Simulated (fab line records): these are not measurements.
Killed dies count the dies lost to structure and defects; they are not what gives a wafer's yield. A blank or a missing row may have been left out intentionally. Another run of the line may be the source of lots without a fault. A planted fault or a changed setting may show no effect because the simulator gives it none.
Comparing a struck lot with a sound one	flow n5-finfet	37 out of 1938 route steps
Sound: wafers L377.1, L377.4, L377.5. Struck: wafer L369.2 (left out: L369.4, a lot-mate that was not struck); the cause follows at the end.
Per side, at each step with rows, come the tool, then ch with its chambers, and then its first start. Under that, the readings that differ: sound wafers	struck wafers	difference of the means	sigmas: that difference in standard deviations of wafers without a fault.
alike: readings with means less than 2 such deviations apart, plus words and numbers identical on both sides. not compared: withheld readings, readings lacking a value on some wafer, bounds such as >300 that could conceal the same value, and numbers that have no deviation in the record and whose values overlap.
A row with sigmas, a row that says differs or no value, or rows on one side alone: a step with any of these is where the two part. When numbers do not overlap yet have no deviation, they are printed without sigmas and do not part them. A reading that every wafer of one side lacks parts them only if that side has two wafers or more.

first, 9 steps without rows for these wafers: N5_SDB_CMP_30 (polishes, stops on poly-Si, t overpolish 1.54 s, target thk 30 nm); N5_DUMMY_REMOVAL_HM_STRIP_01 (strips SiNx in CH3F/O2, stops on poly-Si, target depth 4 nm, time 6.8 s); N5_DUMMY_REMOVAL_STRIP_10 (strips in N2/H2, time 40 s); N5_DUMMY_REMOVAL_PRECLEAN_07 (cleans in dHF, time 30 s); N5_DUMMY_REMOVAL_DUMMY_REMOVE_02 (chemistry TMAH, target poly-Si, stops on SiO2, target depth 142 nm, time 57 s, rinse time 30 s); N5_DUMMY_REMOVAL_PRECLEAN_08 (cleans in NF3:NH3, afs cycles 2, time 20 s, sublimation time 60 s); N5_DUMMY_REMOVAL_PRECLEAN_04 (cleans in DHF, time 37 s); N5_DUMMY_REMOVAL_SRD_05 (time 30 s); N5_HKMG_FIN_IL_REGROW_00 (material SiO2, chemistry O3, target thk 0.75 nm, time 30 s).
N5_HKMG_FIN_HK_ALD_01: deposits HfO2, target thk 1.6 nm, pulse time 3 s, purge time 3 s.
  sound on ald-hk-02 ch 0,1, day 9 02:04; struck on ald-hk-03 ch 3, day 7 02:23
reading	sound	struck	difference	sigmas
ald-cycles	30 30 30	53	+23	
model.HfO2_of_HKMG_FIN_HK_ALD_01.thk-nm (nm)	1.6 1.6 1.6	2.8	+1.2	
  alike: precursor-pulse-height-rel
then, 26 steps without rows for these wafers: N5_HKMG_FIN_HK_ANNEAL_02 (time 30 s); N5_HKMG_FIN_ALD_74 (deposits La2O3, target thk 0.5 nm, pulse time 6 s, co reactant pulse time 1 s); N5_HKMG_FIN_ALD_75 (deposits Al2O3, target thk 1 nm, co reactant pulse time 1 s); N5_HKMG_FIN_COAT_41 (time 60 s, resist thk 300 nm); N5_HKMG_FIN_COAT_42 (time 60 s, resist thk 35 nm); N5_HKMG_FIN_COAT_43 (resist thk 90 nm); N5_HKMG_FIN_EBR_45; N5_HKMG_FIN_SOFTBAKE_44 (time 60 s); N5_HKMG_FIN_EXPOSE_46 (exposes mask NDIPOLE); N5_HKMG_FIN_PEB_47 (peb time 60 s); N5_HKMG_FIN_DEVELOP_48 (develop time 30 s); N5_HKMG_FIN_DESCUM_53 (chemistry O2, time 7.9 s); N5_HKMG_FIN_ETCH_54 (etches SiARC in CF4, target depth 45.5 nm, time 75.8 s); N5_HKMG_FIN_ETCH_55 (etches SOC in N2/H2, target depth 240 nm, time 300 s); N5_HKMG_FIN_STRIP_56 (strips in N2/H2); N5_HKMG_FIN_STRIP_57 (strips in CF4); N5_HKMG_FIN_ETCH_58 (etches SOC in N2/H2, target depth 215.8 nm, time 741 s); N5_HKMG_FIN_STRIP_93 (strips SOC in N2/H2, time 20 s); N5_HKMG_FIN_WET_ETCH_76 (etches Al2O3 in dNH4OH, stops on La2O3, target depth 2.25 nm, rinse time 30 s); N5_HKMG_FIN_STRIP_60 (strips in N2/H2, time 360 s); N5_HKMG_FIN_WET_ETCH_77 (etches La2O3 in dHCl, stops on HfO2, target depth 2 nm); N5_HKMG_FIN_WET_ETCH_78 (etches Al2O3 in dNH4OH, stops on La2O3, target depth 4.5 nm, rinse time 30 s); N5_HKMG_FIN_ALD_79 (deposits TiN, target thk 1.5 nm, pulse time 1 s, purge time 3 s); N5_HKMG_FIN_CVD_62 (deposits a-Si from Si2H6, target thk 3 nm, time 20.8 s); N5_HKMG_FIN_RTA_80 (time 2 s); N5_HKMG_FIN_PRECLEAN_64 (cleans in dHF, time 30 s).
N5_HKMG_FIN_THK_MEAS_70: measures by xrf.
  sound on film-metro-02, day 9 05:39; struck on film-metro-02, day 7 05:53
reading	sound	struck	difference	sigmas
HK_THK (nm)	1.602 1.582 1.629	2.824	+1.220	+55

## WHERE THEY PART
N5_HKMG_FIN_THK_MEAS_70 only, going by this record.

WHY: what the simulator had put in
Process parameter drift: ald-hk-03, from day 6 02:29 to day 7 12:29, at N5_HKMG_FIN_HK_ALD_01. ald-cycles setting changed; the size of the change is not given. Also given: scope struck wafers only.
